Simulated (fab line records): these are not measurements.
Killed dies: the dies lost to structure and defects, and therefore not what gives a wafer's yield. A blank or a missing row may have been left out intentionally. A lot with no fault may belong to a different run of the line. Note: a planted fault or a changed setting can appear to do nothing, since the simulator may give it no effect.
fab line records -- flow n5-finfet
record: lots: 6, wafers: 18, last-day: 17
route steps=1938 shown BEOL_M0_SAQP@671 PASSIVATION@1936
lots that met no fault: taken from a fault-free run of the same line
start-h: start of the lot's first displayed wafer, in hours after the record's first day -- wait-h: hours elapsed since this lot's preceding step -- " as in the row above -- L1.1+2: a single row standing in for several wafers -- - either no value or no given start -- * or withheld: withheld -- < > ~ a bound
route shown NAME@n: names a module that has steps shown in the file, with the first one's number in the route -- usual: average and standard deviation across the fault-free wafers -- same: alike in all rows -- chamber/n: place in a boat -- sites: readings site by site -- _std_site: the standard deviation of these -- _edge_site: the outer-site mean with the inner-site mean subtracted -- radius-mm: how far each site lies from the wafer's centre -- mask NAME#n: copy n -- behind: tool/chamber where the wafer was last shaped -- hold: what put the lot on hold/how long, in hours/how the hold closed -- device: which transistor (n, p or np) failed to switch -- end of line: the tests these same wafers got at the end of their route -- step lacking rows: just its recipe -- killed: dies that structure and defects cost at the first sort, which is not the same as the wafer's yield -- map: shows each die of a wafer: x if killed, . if not, _ if none is there
set.NAME: setting as actually run; set.NAME@STEP: the setting as run at that earlier step -- model.NAME: the simulator's own value behind a step, which no gauge read
lots seen at some steps along the route; tables by step, rows by wafer
services: the hour from which a tool's chamber was out of use, counted from the record's first day as start-h (under 0 if before that day), plus the number of hours and why
== steps ==
step: N5_BEOL_M0_SAQP_COAT_105
recipe: resist: SOC, temp-c: 250, time-s: 60, spin-rpm: 1500, resist-thk-nm: 100
step: N5_BEOL_M0_SAQP_ETCH_106
recipe: chemistry: N2/H2, target: SOC, target-depth-a: 1500, stop-on: SiNx, ion-energy-ev: 100, bias-w: 61, pressure-mtorr: 30, source-w: 850, n2-flow-sccm: 200, h2-flow-sccm: 200
usual: chamber-pressure-mTorr: 30.002/0.025, drypump-motor-current-A: 5.8/0.42, oes-product-au: 0.75/0.06, rf-vpp-V: 240.7/1.4, showerhead-plenum-p-Torr: 2.54/0.092, throttle-valve-pct: 17.87/0.17
lot.wafer,tool,chamber,start-h,wait-h,chamber-pressure-mTorr,drypump-motor-current-A,oes-product-au,rf-hours-counter-h,rf-vpp-V,showerhead-plenum-p-Torr,throttle-valve-pct
L732.4,rie-diel-01,3,157.12,-,29.995,5.0,0.72,188,237.9,2.43,17.98
L732.5,rie-diel-01,0,157.12,-,29.996,6.0,0.77,-,238.8,2.44,17.89
L732.6,rie-diel-01,3,157.12,-,30.051,5.0,0.71,-,240.2,2.43,17.98
L738.1,rie-diel-05,3,188.62,-,29.996,5.6,0.70,221,241.8,2.63,17.96
L738.4,rie-diel-05,2,188.62,-,30.004,5.6,0.70,215,241.2,2.62,17.81
L738.5,rie-diel-05,3,188.62,-,29.995,5.6,0.70,-,242.0,2.63,17.95
L740.1,rie-diel-02,0,203.41,-,29.988,5.7,0.72,171,240.8,2.53,17.68
L740.4,rie-diel-02,2,203.41,-,29.987,5.0,0.73,194,240.4,2.52,17.76
L740.5,rie-diel-02,1,203.41,-,29.993,6.2,0.71,-,241.7,2.60,17.63
L744.2,rie-diel-05,2,236.42,-,29.991,5.6,0.69,229,241.4,2.61,17.83
L744.4,rie-diel-05,3,236.42,-,29.939,5.6,0.69,234,241.3,2.62,17.97
L744.6,rie-diel-05,0,236.42,-,29.992,5.8,0.82,-,242.9,2.67,17.75
L746.1,rie-diel-01,3,239.26,-,30.004,5.0,0.70,213,239.4,2.42,18.02
L746.4,rie-diel-01,1,239.26,-,30.013,6.5,0.84,60,240.7,2.59,17.81
L746.6,rie-diel-01,1,239.26,-,30.035,6.5,0.85,-,243.4,2.59,17.82
L748.1,rie-diel-01,2,250.64,-,30.035,5.9,0.70,206,243.2,2.62,17.94
L748.4,rie-diel-01,1,250.64,-,30.004,6.5,0.84,62,240.3,2.59,17.84
L748.5,rie-diel-01,2,250.64,-,29.998,5.9,0.70,-,242.0,2.62,17.95
step: N5_BEOL_M0_SAQP_ETCH_107
recipe: chemistry: CH3F/O2, target: SiNx, target-depth-a: 300, mask-material: SOC, pressure-mtorr: 30, source-w: 395, bias-w: 73, Ar_flow_sccm: 150, CH3F_flow_sccm: 30, O2_flow_sccm: 20, ion-energy-ev: 120
step: N5_BEOL_M0_SAQP_STRIP_108
recipe: chemistry: N2/H2, power-w: 500, temp-c: 40, pressure-mtorr: 50, rf-frequency-hz: 6e+07, overash-fraction: 0.3, bias-power-w: 28, h2-frac: 0.5, n2-flow-sccm: 300, h2-flow-sccm: 300
step: N5_BEOL_M0_SAQP_RECESS_109
recipe: chemistry: HF/NH3, target: SiO2, target-depth-a: 30, afs-cycles: 1, temp-c: 30, sublimation-temp-c: 180, sublimation-time-s: 60
usual: drypump-motor-current-A: 5.45/0.16
lot.wafer,tool,chamber,start-h,wait-h,drypump-motor-current-A
L732.4,vapor-etch-01,1,157.59,0.3,5.49
L732.5,vapor-etch-01,0,157.59,0.3,5.23
L732.6,vapor-etch-01,1,157.59,0.3,5.56
L738.1,vapor-etch-02,1,188.78,0.0,5.38
L738.4,vapor-etch-02,1,188.78,0.0,5.37
L738.5,vapor-etch-02,1,188.78,0.0,5.38
L740.1,vapor-etch-01,1,203.57,0.0,5.51
L740.4,vapor-etch-01,1,203.57,0.0,5.50
L740.5,vapor-etch-01,1,203.57,0.0,5.51
L744.2,vapor-etch-02,0,236.65,0.1,6.00
L744.4,vapor-etch-02,0,236.65,0.1,6.03
L744.6,vapor-etch-02,1,236.65,0.1,5.36
L746.1,vapor-etch-01,0,239.42,0.0,5.24
L746.4,vapor-etch-01,0,239.42,0.0,5.22
L746.6,vapor-etch-01,1,239.42,0.0,5.54
L748.1,vapor-etch-02,1,250.80,0.0,5.37
L748.4,vapor-etch-02,0,250.80,0.0,6.05
L748.5,vapor-etch-02,0,250.80,0.0,6.04
step: N5_BEOL_M0_SAQP_SPACER2_ALD_26
recipe: material: SiO2, target-thk-a: 150, temp-c: 300, ald-precursor-family: BDEAS, ald-co-reactant: O2-plasma, pulse-time-s: 1, purge-time-s: 2, co-reactant-purge-time-s: 2, pressure-torr: 2
usual: heater-power-w: 465/49, precursor-pulse-height-rel: 1.002/0.021
lot.wafer,tool,chamber,start-h,wait-h,heater-power-w,precursor-pulse-height-rel,since-wet-clean-h
L732.4,ald-sin-04,1,157.69,0.1,504,1.004,150
L732.5,ald-sin-04,3,157.69,0.1,514,0.995,-
L732.6,ald-sin-04,0,157.69,0.1,382,1.019,-
L738.1,ald-sin-02,0,189.41,0.6,396,1.022,287
L738.4,ald-sin-02,2,189.41,0.6,473,0.995,287
L738.5,ald-sin-02,3,189.41,0.6,447,0.998,-
L740.1,ald-sin-02,2,203.92,0.3,482,0.989,301
L740.4,ald-sin-02,2,203.92,0.3,458,1.029,-
L740.5,ald-sin-02,1,203.92,0.3,460,1.002,-
L744.2,ald-sin-04,1,236.79,0.1,506,0.992,229
L744.4,ald-sin-04,0,236.79,0.1,380,0.987,229
L744.6,ald-sin-04,0,236.79,0.1,380,1.024,-
L746.1,ald-sin-04,0,239.56,0.1,378,1.022,232
L746.4,ald-sin-04,2,239.56,0.1,470,1.009,232
L746.6,ald-sin-04,0,239.56,0.1,379,1.013,-
L748.1,ald-sin-01,1,250.94,0.1,430,1.010,60
L748.4,ald-sin-01,2,250.94,0.1,482,0.989,-
L748.5,ald-sin-01,3,250.94,0.1,530,0.978,-
step: N5_BEOL_M0_SAQP_SPACER2_ETCHBACK_27
recipe: chemistry: CHF3/O2, mode: anisotropic-etchback, target: SiO2, target-depth-a: 225, time-s: 11.25, pressure-mtorr: 30, source-w: 650, bias-w: 170, Ar_flow_sccm: 200, CHF3_flow_sccm: 50, O2_flow_sccm: 5, ion-energy-ev: 200
usual: CHF3_flow_sccm: 49.98/0.14, chamber-pressure-mTorr: 30.004/0.028, drypump-motor-current-A: 5.7/0.42, oes-product-au: 0.74/0.051, rf-vpp-V: 526/9, showerhead-plenum-p-Torr: 2.41/0.082, throttle-valve-pct: 18.94/0.16
same: time-s: 11.25
lot.wafer,tool,chamber,start-h,wait-h,CHF3_flow_sccm,chamber-pressure-mTorr,drypump-motor-current-A,oes-product-au,rf-hours-counter-h,rf-vpp-V,showerhead-plenum-p-Torr,throttle-valve-pct
L732.4,rie-diel-01,2,158.24,0.3,49.91,29.998,5.9,0.72,178,543,2.50,19.10
L732.5,rie-diel-01,1,158.24,0.3,49.95,30.047,6.5,0.90,-,522,2.44,18.65
L732.6,rie-diel-01,2,158.24,0.3,49.92,30.026,5.9,0.72,-,543,2.50,19.11
L738.1,rie-diel-02,2,190.12,0.5,49.85,30.016,5.0,0.73,189,526,2.39,18.76
L738.4,rie-diel-02,0,190.12,0.5,50.01,30.029,5.7,0.74,167,524,2.40,18.78
L738.5,rie-diel-02,1,190.12,0.5,49.91,29.986,6.1,0.72,-,522,2.49,18.95
L740.1,rie-diel-02,2,204.47,0.3,49.96,30.022,5.0,0.73,194,527,2.38,18.77
L740.4,rie-diel-02,3,204.47,0.3,50.10,30.041,5.9,0.68,207,524,2.29,18.94
L740.5,rie-diel-02,0,204.47,0.3,49.91,29.963,5.7,0.74,-,523,2.40,18.80
L744.2,rie-diel-05,3,237.34,0.3,49.86,29.981,5.6,0.70,235,530,2.49,19.05
L744.4,rie-diel-05,2,237.34,0.3,50.19,29.973,5.6,0.70,229,506,2.49,19.00
L744.6,rie-diel-05,0,237.34,0.3,50.10,30.044,5.8,0.83,-,547,2.53,18.94
L746.1,rie-diel-02,2,240.11,0.3,50.27,29.984,4.9,0.73,203,527,2.38,18.79
L746.4,rie-diel-02,3,240.11,0.3,50.13,30.030,5.9,0.69,218,523,2.28,18.95
L746.6,rie-diel-02,0,240.11,0.3,49.89,30.036,5.8,0.72,-,522,2.40,18.82
L748.1,rie-diel-02,1,251.65,0.4,50.31,30.051,6.1,0.71,209,523,2.49,18.97
L748.4,rie-diel-02,3,251.65,0.4,50.28,29.992,5.9,0.68,221,524,2.28,18.94
L748.5,rie-diel-02,0,251.65,0.4,49.75,29.982,5.7,0.72,-,520,2.40,18.82
step: N5_BEOL_M0_SAQP_MANDREL2_REMOVE_110
recipe: chemistry: HBr/Cl2/O2, bt-time-s: 10, target: a-Si, stop-on: SiCN, endpoint: OES-SiCl, over-etch-frac: 1, icp-w: 600, bias-w: 30, HBr_flow_sccm: 150, Cl2_flow_sccm: 80, O2_flow_sccm: 5, pressure-mtorr: 10
step: N5_BEOL_M0_SAQP_CD_MEAS_29
recipe: target-cd-nm: 14.4, landing-energy-ev: 1000, detector: se-inlens
usual: cd-nm: 15.02/0.25
lot.wafer,tool,chamber,start-h,wait-h,cd-nm
L732.4,cd-sem-01,0,158.44,0.1,15.60
L732.5,cd-sem-01,0,158.44,0.1,14.98
L732.6,cd-sem-01,0,158.44,0.1,14.93
L738.1,cd-sem-03,0,190.32,0.1,15.25
L738.4,cd-sem-03,0,190.32,0.1,14.90
L738.5,cd-sem-03,0,190.32,0.1,14.99
L740.1,cd-sem-03,0,204.66,0.1,14.65
L740.4,cd-sem-03,0,204.66,0.1,14.89
L740.5,cd-sem-03,0,204.66,0.1,15.42
L744.2,cd-sem-02,0,237.54,0.1,14.97
L744.4,cd-sem-02,0,237.54,0.1,14.65
L744.6,cd-sem-02,0,237.54,0.1,15.06
L746.1,cd-sem-01,0,240.31,0.1,15.22
L746.4,cd-sem-01,0,240.31,0.1,15.34
L746.6,cd-sem-01,0,240.31,0.1,15.11
L748.1,cd-sem-01,0,251.85,0.1,14.90
L748.4,cd-sem-01,0,251.85,0.1,14.63
L748.5,cd-sem-01,0,251.85,0.1,15.12
step: N5_BEOL_M0_SAQP_COAT_69
recipe: resist: SOC, temp-c: 250, time-s: 60, spin-rpm: 1500, resist-thk-nm: 90
step: N5_BEOL_M0_SAQP_COAT_72
recipe: resist: SiARC, temp-c: 220, time-s: 60, spin-rpm: 1500, resist-thk-nm: 15
step: N5_BEOL_M0_SAQP_COAT_87
recipe: resist: underlayer, temp-c: 205, time-s: 60, spin-rpm: 1500, resist-thk-nm: 5
step: N5_BEOL_M0_SAQP_COAT_34
recipe: resist: CAR-EUV, spin-rpm: 1500, resist-thk-nm: 30
usual: chill-plate-temp-C: 23.00/0.1, spin-speed-rpm: 1499.9/1
lot.wafer,tool,chamber,start-h,wait-h,chill-plate-temp-C,spin-speed-rpm,model.CAR-EUV_of_BEOL_M0_SAQP_COAT_34.thk-nm
L732.4,litho-track-05,0,158.48,-,22.87,1500.2,29.8
L732.5,litho-track-05,0,158.48,-,23.03,1497.9,30
L732.6,litho-track-05,0,158.48,-,22.90,1499.5,30
L738.1,litho-track-02,0,190.37,-,23.01,1500.4,30
L738.4,litho-track-02,0,190.37,-,23.01,1502.4,30
L738.5,litho-track-02,0,190.37,-,23.10,1501.6,30
L740.1,litho-track-02,0,204.71,-,23.01,1671.3,28.4
L740.4,litho-track-02,0,204.71,-,23.12,1673.1,28.4
L740.5,litho-track-02,0,204.71,-,22.89,1669.2,28.4
L744.2,litho-track-02,0,237.58,-,23.14,1670.0,28.4
L744.4,litho-track-02,0,237.58,-,23.02,1670.6,28.4
L744.6,litho-track-02,0,237.58,-,23.11,1669.4,28.4
L746.1,litho-track-05,0,240.35,-,22.87,1499.7,30
L746.4,litho-track-05,0,240.35,-,22.83,1498.7,30
L746.6,litho-track-05,0,240.35,-,22.98,1499.7,29.8
L748.1,litho-track-05,0,251.89,-,22.88,1501.0,30
L748.4,litho-track-05,0,251.89,-,23.02,1500.4,30
L748.5,litho-track-05,0,251.89,-,23.02,1501.4,30
step: N5_BEOL_M0_SAQP_EBR_36
recipe: solvent: PGMEA, ebr-width-mm: 1.5
step: N5_BEOL_M0_SAQP_SOFTBAKE_35
recipe: temp-c: 110, time-s: 60, resist: CAR-EUV
step: N5_BEOL_M0_SAQP_EXPOSE_37
recipe: mask-id: M0_CUT1, na: 0.33, source-shape: annular, sigma-inner: 0.35, sigma-outer: 0.8, polarization: unpolarized, target-cd-nm: 30, dose-mj: 44.75
step: N5_BEOL_M0_SAQP_PEB_38
recipe: peb-temp-c: 100, peb-time-s: 60, resist: CAR-EUV
step: N5_BEOL_M0_SAQP_DEVELOP_39
recipe: develop-time-s: 30, developer: TMAH, resist: CAR-EUV, rinse-liquid: surfactant-rinse, dry: air-spin, dev-temp-c: 23
step: N5_BEOL_M0_SAQP_CD_MEAS_40
recipe: target-cd-nm: 30, landing-energy-ev: 500, detector: se-inlens
usual: cd-nm: 29.93/0.25
lot.wafer,tool,chamber,start-h,wait-h,cd-nm
L732.4,cd-sem-03,0,158.87,-,30.17
L732.5,cd-sem-03,0,158.87,-,29.78
L732.6,cd-sem-03,0,158.87,-,30.24
L738.1,cd-sem-02,0,190.63,-,30.31
L738.4,cd-sem-02,0,190.63,-,29.84
L738.5,cd-sem-02,0,190.63,-,29.79
L740.1,cd-sem-01,0,204.97,-,29.80
L740.4,cd-sem-01,0,204.97,-,30.38
L740.5,cd-sem-01,0,204.97,-,29.61
L744.2,cd-sem-02,0,237.85,-,29.96
L744.4,cd-sem-02,0,237.85,-,30.11
L744.6,cd-sem-02,0,237.85,-,29.84
L746.1,cd-sem-02,0,240.74,-,29.94
L746.4,cd-sem-02,0,240.74,-,30.21
L746.6,cd-sem-02,0,240.74,-,29.97
L748.1,cd-sem-02,0,252.28,-,29.95
L748.4,cd-sem-02,0,252.28,-,29.66
L748.5,cd-sem-02,0,252.28,-,29.84
step: N5_BEOL_M0_SAQP_OVL_MEAS_41
recipe: points-per-wafer: 522
usual: M0_CUT1_OVL: -0.5/0.65
lot.wafer,tool,chamber,start-h,wait-h,M0_CUT1_OVL[nm]
L732.4,overlay-01,0,158.92,0.0,-2.4
L732.5,overlay-01,0,158.92,0.0,-1.3
L732.6,overlay-01,0,158.92,0.0,-2.1
L738.1,overlay-02,0,190.66,0.0,-0.4
L738.4,overlay-02,0,190.66,0.0,-1.9
L738.5,overlay-02,0,190.66,0.0,-0.6
L740.1,overlay-01,0,205.00,0.0,0.5
L740.4,overlay-01,0,205.00,0.0,-1.4
L740.5,overlay-01,0,205.00,0.0,-0.3
L744.2,overlay-02,0,237.88,0.0,-0.2
L744.4,overlay-02,0,237.88,0.0,-0.2
L744.6,overlay-02,0,237.88,0.0,-0.4
L746.1,overlay-01,0,240.77,0.0,-0.6
L746.4,overlay-01,0,240.77,0.0,1.0
L746.6,overlay-01,0,240.77,0.0,-0.6
L748.1,overlay-01,0,252.31,0.0,-0.3
L748.4,overlay-01,0,252.31,0.0,-0.2
L748.5,overlay-01,0,252.31,0.0,-0.8
step: N5_BEOL_M0_SAQP_INSPECT_42
recipe: mode: adi, inspect-instrument: brightfield
usual: raw-defect-count: 291/87
lot.wafer,tool,chamber,start-h,wait-h,raw-defect-count
L732.4,defect-inspect-01,-,158.96,0.0,302
L732.5,defect-inspect-01,-,158.96,0.0,200
L732.6,defect-inspect-01,-,158.96,0.0,321
L738.1,defect-inspect-01,-,190.72,0.1,404
L738.4,defect-inspect-01,-,190.72,0.1,263
L738.5,defect-inspect-01,-,190.72,0.1,461
L740.1,defect-inspect-02,-,205.06,0.1,271
L740.4,defect-inspect-02,-,205.06,0.1,258
L740.5,defect-inspect-02,-,205.06,0.1,343
L744.2,defect-inspect-02,-,237.94,0.0,147
L744.4,defect-inspect-02,-,237.94,0.0,262
L744.6,defect-inspect-02,-,237.94,0.0,253
L746.1,defect-inspect-02,-,240.83,0.1,345
L746.4,defect-inspect-02,-,240.83,0.1,268
L746.6,defect-inspect-02,-,240.83,0.1,214
L748.1,defect-inspect-02,-,252.37,0.1,333
L748.4,defect-inspect-02,-,252.37,0.1,262
L748.5,defect-inspect-02,-,252.37,0.1,280
step: N5_BEOL_M0_SAQP_DESCUM_45
recipe: chemistry: O2, time-s: 7, source-power-w: 50, bias-power-w: 20, pressure-mtorr: 20, rf-frequency-hz: 2.712e+07, temp-c: 40, resist: CAR-EUV, o2-flow-sccm: 225
usual: chamber-pressure-mTorr: 19.999/0.019, drypump-motor-current-A: 5.7/0.44, oes-product-au: 0.75/0.062, rf-vpp-V: 243.2/1.5, showerhead-plenum-p-Torr: 2.09/0.069, throttle-valve-pct: 20.48/0.19
same: time-s: 7
lot.wafer,tool,chamber,start-h,wait-h,chamber-pressure-mTorr,drypump-motor-current-A,oes-product-au,rf-hours-counter-h,rf-vpp-V,showerhead-plenum-p-Torr,throttle-valve-pct,model.CAR-EUV_of_BEOL_M0_SAQP_COAT_34.thk-nm
L732.4,rie-diel-02,0,159.25,0.3,19.994,5.7,0.74,156,243.5,2.09,20.30,25.8
L732.5,rie-diel-02,2,159.25,0.3,19.999,5.0,0.75,-,243.1,2.07,20.22,26
L732.6,rie-diel-02,3,159.25,0.3,20.013,5.9,0.71,-,242.2,2.00,20.53,26
L738.1,rie-diel-02,3,190.75,0.0,19.988,5.9,0.70,203,241.1,2.00,20.53,26
L738.4,rie-diel-02,0,190.75,0.0,20.026,5.7,0.73,167,244.0,2.09,20.31,26
L738.5,rie-diel-02,2,190.75,0.0,19.992,4.9,0.73,-,243.6,2.06,20.23,26
L740.1,rie-diel-02,0,205.09,0.0,19.953,5.7,0.73,172,241.7,2.09,20.32,24.4
L740.4,rie-diel-02,3,205.09,0.0,20.008,5.9,0.69,207,243.1,2.00,20.50,24.4
L740.5,rie-diel-02,3,205.09,0.0,19.992,5.9,0.69,-,241.4,1.99,20.54,24.4
L744.2,rie-diel-01,2,237.97,0.0,19.988,6.0,0.71,203,245.3,2.14,20.49,24.6
L744.4,rie-diel-01,1,237.97,0.0,20.001,6.5,0.89,59,244.1,2.12,20.29,24.6
L744.6,rie-diel-01,1,237.97,0.0,20.000,6.5,0.88,-,243.8,2.12,20.29,24.6
L746.1,rie-diel-02,2,240.91,0.1,20.016,5.0,0.73,204,245.1,2.06,20.25,26
L746.4,rie-diel-02,1,240.91,0.1,20.007,6.2,0.71,207,243.2,2.16,20.49,26
L746.6,rie-diel-02,3,240.91,0.1,20.019,5.9,0.68,-,241.8,1.99,20.56,26
L748.1,rie-diel-01,3,252.41,0.0,19.999,5.0,0.70,216,242.2,2.00,20.63,26
L748.4,rie-diel-01,0,252.41,0.0,19.972,6.1,0.76,170,240.6,2.02,20.81,26
L748.5,rie-diel-01,3,252.41,0.0,20.013,5.0,0.70,-,242.6,2.00,20.63,26
step: N5_BEOL_M0_SAQP_ETCH_88
recipe: chemistry: N2/H2, target: underlayer, target-depth-a: 65, time-s: 5.2, ion-energy-ev: 200, mask-material: CAR-EUV, pressure-mtorr: 30, source-w: 840, bias-w: 150, n2-flow-sccm: 200, h2-flow-sccm: 200, ends: cleared
usual: chamber-pressure-mTorr: 30.00/0.045, drypump-motor-current-A: 5.7/0.44, etch-rf-on-time-s: 5.24/0.13, oes-product-au: 0.63/0.048, rf-vpp-V: 524.1/2.8, showerhead-plenum-p-Torr: 2.54/0.089, throttle-valve-pct: 17.91/0.17
lot.wafer,tool,chamber,start-h,wait-h,chamber-pressure-mTorr,drypump-motor-current-A,etch-rf-on-time-s,oes-product-au,rf-hours-counter-h,rf-vpp-V,showerhead-plenum-p-Torr,throttle-valve-pct
L732.4,rie-diel-02,0,159.28,0.0,30.04,5.8,5.01,0.63,156,523.0,2.53,17.72
L732.5,rie-diel-02,2,159.28,0.0,30.02,4.9,5.14,0.63,-,526.4,2.53,17.78
L732.6,rie-diel-02,3,159.28,0.0,30.02,5.9,5.30,0.61,-,521.8,2.44,18.03
L738.1,rie-diel-02,3,190.79,0.0,30.02,5.9,5.38,0.60,203,521.9,2.43,18.03
L738.4,rie-diel-02,0,190.79,0.0,29.93,5.8,5.01,0.62,167,526.4,2.53,17.72
L738.5,rie-diel-02,2,190.79,0.0,30.00,4.9,5.13,0.63,-,523.7,2.52,17.80
L740.1,rie-diel-02,0,205.13,0.0,30.01,5.8,5.05,0.63,172,525.7,2.53,17.75
L740.4,rie-diel-02,3,205.13,0.0,29.94,5.9,5.40,0.60,207,520.6,2.43,18.06
L740.5,rie-diel-02,3,205.13,0.0,30.02,5.9,5.31,0.60,-,522.2,2.43,18.04
L744.2,rie-diel-01,2,238.00,0.0,30.08,6.0,5.29,0.61,203,527.0,2.62,17.99
L744.4,rie-diel-01,1,238.00,0.0,29.98,6.5,5.31,0.74,59,526.0,2.59,17.86
L744.6,rie-diel-01,1,238.00,0.0,29.92,6.5,5.34,0.73,-,525.3,2.59,17.88
L746.1,rie-diel-02,2,240.95,0.0,29.98,5.0,5.15,0.62,204,526.0,2.52,17.81
L746.4,rie-diel-02,1,240.95,0.0,30.11,6.1,5.13,0.61,207,526.4,2.60,17.69
L746.6,rie-diel-02,3,240.95,0.0,30.00,5.9,5.33,0.59,-,519.7,2.42,18.07
L748.1,rie-diel-01,3,252.45,0.0,30.01,5.0,5.27,0.59,216,521.4,2.42,18.05
L748.4,rie-diel-01,0,252.45,0.0,29.97,6.1,5.28,0.65,170,520.5,2.42,17.99
L748.5,rie-diel-01,3,252.45,0.0,29.95,5.0,5.22,0.59,-,518.5,2.42,18.07
step: N5_PASSIVATION_PROBE_49
usual: defect-limited-yield: 91.0/1.3, killed_at_M0_to_M3: 36/9.5, killed_at_M4_up: 14/5.6, killed-at-contacts: 12/6.4, killed-at-front-end: 40/10, killed-at-other: 3.2/3, killed-dies: 107/15, killed-open: 69/12, killed-short: 35/7.7, sort_bin_5_function: 5.3/0.91, sort_bin_6_memory: 3.3/0.65, sort-n-pass: 1073/15, sort-yield-pct: 91.0/1.3
same: gross-dies: 1180, killed-at-back-side: 0, sort_bin_4_leakage[%]: 0, sort_bin_8_speed[%]: 0
lot.wafer,tool,chamber,start-h,wait-h,defect-limited-yield[%],killed_at_M0_to_M3,killed_at_M4_up,killed-at-contacts,killed-at-front-end,killed-at-other,killed-dies,killed-open,killed-short,sort_bin_5_function[%],sort_bin_6_memory[%],sort-n-pass,sort-yield-pct[%]
L740.1,prober-02,-,385.74,0.0,91.3,26,12,7,52,6,103,58,41,4.9,3.4,1077,91.3
killed by level:class
L740.1 FIN_SAQP:geometric-particle:short=16 FIN_SAQP:geometric-particle:open=13 STI_FIN_REVEAL:geometric-particle:open=6 DUMMY_GATE:geometric-particle:open=6 BEOL_M1:geometric-particle:open=6 MOL_CONTACT_COAG:geometric-particle:open=5 BEOL_M0_SAQP:geometric-particle:open=5 BEOL_M0_SAQP:geometric-particle:short=5
== services ==
tool,chamber,start-h,hours,kind
litho-track-02,-,142.92,-,consumable-replace:filter
litho-track-02,-,149.31,-,consumable-replace:filter
rie-diel-02,1,163.00,10.2,repair
vapor-etch-01,0,175.07,55.8,repair
ald-sin-01,-,176.75,14.0,pm
ald-sin-01,0,176.75,14.0,vent-cycle
ald-sin-01,1,176.75,14.0,vent-cycle
ald-sin-01,2,176.75,14.0,vent-cycle
ald-sin-01,3,176.75,14.0,vent-cycle
rie-diel-05,1,177.64,1.4,repair
rie-diel-01,0,181.02,4.1,repair
ald-sin-01,0,190.75,-,clean
ald-sin-01,1,190.75,-,clean
ald-sin-01,2,190.75,-,clean
ald-sin-01,3,190.75,-,clean
ald-sin-01,2,194.30,4.3,repair
ald-sin-02,0,197.62,23.9,repair
ald-sin-02,-,206.28,1.0,repair
vapor-etch-02,1,207.26,21.6,repair
ald-sin-04,-,250.61,6.1,pm
ald-sin-02,1,250.79,19.6,repair
ald-sin-01,0,250.92,7.7,repair
== key ==
first-sign: step: N5_BEOL_M0_SAQP_COAT_34, reading: spin-speed-rpm, direction: up, sigmas: 99+, usual: *, struck: *
effect none on later readings
model-effect: step: N5_BEOL_M0_SAQP_COAT_34, value: CAR-EUV_of_BEOL_M0_SAQP_COAT_34.thk-nm, without: 30, struck: 28.4
model-effect: step: N5_BEOL_M0_SAQP_DESCUM_45, value: CAR-EUV_of_BEOL_M0_SAQP_COAT_34.thk-nm, without: 26.03, struck: 24.5
met-at N5_BEOL_M0_SAQP_COAT_34
struck-wafers L740.1,L740.4,L740.5,L744.2,L744.4,L744.6
rows-end L744.2,L744.4,L744.6
onset-between 190.37 204.71
fault: kind: process-parameter-drift, tool: litho-track-02, chamber: -, onset-h: 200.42, steps: N5_BEOL_M0_SAQP_COAT_34, channel: spin-rpm, offset: *, shape: step, acts-in: *, stated: *
rows-end: these wafers met a further fault down the route, and their rows from its step on are left out
